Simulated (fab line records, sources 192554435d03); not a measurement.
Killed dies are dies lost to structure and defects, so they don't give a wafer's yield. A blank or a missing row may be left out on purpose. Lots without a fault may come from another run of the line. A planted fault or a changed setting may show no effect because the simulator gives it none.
Split-lot experiment | flow n5_finfet | 7 lots, 21 wafers read, on a route of 1938 steps

THE SPLIT
At N5_BEOL_M4_EXPOSE_25 (exposes mask V3, defocus 5 nm), the setting dose_mj was moved away from the recipe's 63 on 7 of the 21 wafers read, by -1.9% to +7.3%. The other wafers ran this setting at the recipe's value.

FROM THE SPLIT TO THE READING: what the file shows between them, 2 steps
- N5_BEOL_M4_PEB_26: peb time 60 s
- N5_BEOL_M4_DEVELOP_27: develop time 30 s

THE READING
cd_nm, in nm, at N5_BEOL_M4_CD_MEAS_28 (target cd 26.2 nm, target cd y 24.1 nm). Fault-free wafers of this fab line usually give 26.20 nm, standard deviation 0.24 nm.

wafer  | tool, chamber at the split | dose_mj as run | against the recipe | cd_nm, nm | against lot-mates on the recipe
L075.3 | euv_scanner-01, 0          | 63             | recipe             | 26.05     | -
L075.5 | euv_scanner-01, 0          | 63             | recipe             | 26.30     | -
L075.6 | euv_scanner-01, 0          | 63             | recipe             | 26.09     | -
L074.1 | euv_scanner-02, 0          | 61.78          | -1.9%              | 26.00     | +0.34
L074.3 | euv_scanner-02, 0          | 61.78          | -1.9%              | 25.69     | +0.03
L074.5 | euv_scanner-02, 0          | 63             | recipe             | 25.66     | -
L076.2 | euv_scanner-01, 0          | 63             | recipe             | 26.13     | -
L076.4 | euv_scanner-01, 0          | 66.71          | +5.9%              | 27.07     | +0.94
L076.6 | euv_scanner-01, 0          | 66.71          | +5.9%              | 26.78     | +0.65
L077.1 | euv_scanner-01, 0          | 63             | recipe             | 26.04     | -
L077.2 | euv_scanner-01, 0          | 63             | recipe             | 26.12     | -
L077.5 | euv_scanner-01, 0          | 63             | recipe             | 26.04     | -
L084.3 | euv_scanner-02, 0          | 66.06          | +4.9%              | 27.34     | +1.05
L084.4 | euv_scanner-02, 0          | 63             | recipe             | 26.05     | -
L084.5 | euv_scanner-02, 0          | 63             | recipe             | 26.53     | -
L086.1 | euv_scanner-01, 0          | 67.62          | +7.3%              | 27.41     | +1.16
L086.3 | euv_scanner-01, 0          | 63             | recipe             | 26.25     | -
L086.5 | euv_scanner-01, 0          | 67.62          | +7.3%              | 27.30     | +1.05
L096.4 | euv_scanner-01, 0          | 63             | recipe             | 26.24     | -
L096.5 | euv_scanner-01, 0          | 63             | recipe             | 26.70     | -
L096.6 | euv_scanner-01, 0          | 63             | recipe             | 26.17     | -

THE FIT
A straight line over all 21 wafers: cd_nm changes by +0.16 nm for each +1% of dose_mj; r = +0.89; the points scatter about the line by 0.24 nm.
The same after taking each lot's own level away (the mean of its wafers on the recipe; 21 wafers): +0.134 nm for each +1%; r = +0.88; scatter 0.22 nm.
On that fit, the largest move of dose_mj shifts the reading by 0.99 nm.
The lots' own levels span 25.660 to 26.370 nm, that is 3.0 times the standard deviation above.
So the lot-to-lot level changes the slope: the two fits differ.
Check: with one of the wafers moved furthest among these (+7.3%) left out of the fit, the line predicts +1.02 nm for it against its lot-mates. It came out at +1.16 nm against them.

OTHER SPLITS ON THESE WAFERS
These wafers also went through other splits before the reading. Each is held against what the fit with the lots' levels taken away leaves over:
other split on the same wafers | wafers away from the commonest value | r with cd_nm (lot level and that fit taken away)
N5_BEOL_M3_COAT_22 spin_rpm    | 6                                    | +0.09
N5_BEOL_M4_COAT_67 spin_rpm    | 4                                    | -0.08

THE FILE'S OWN FIT
cd_nm changes by +0.151 nm for each +1% of dose_mj, r = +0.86.
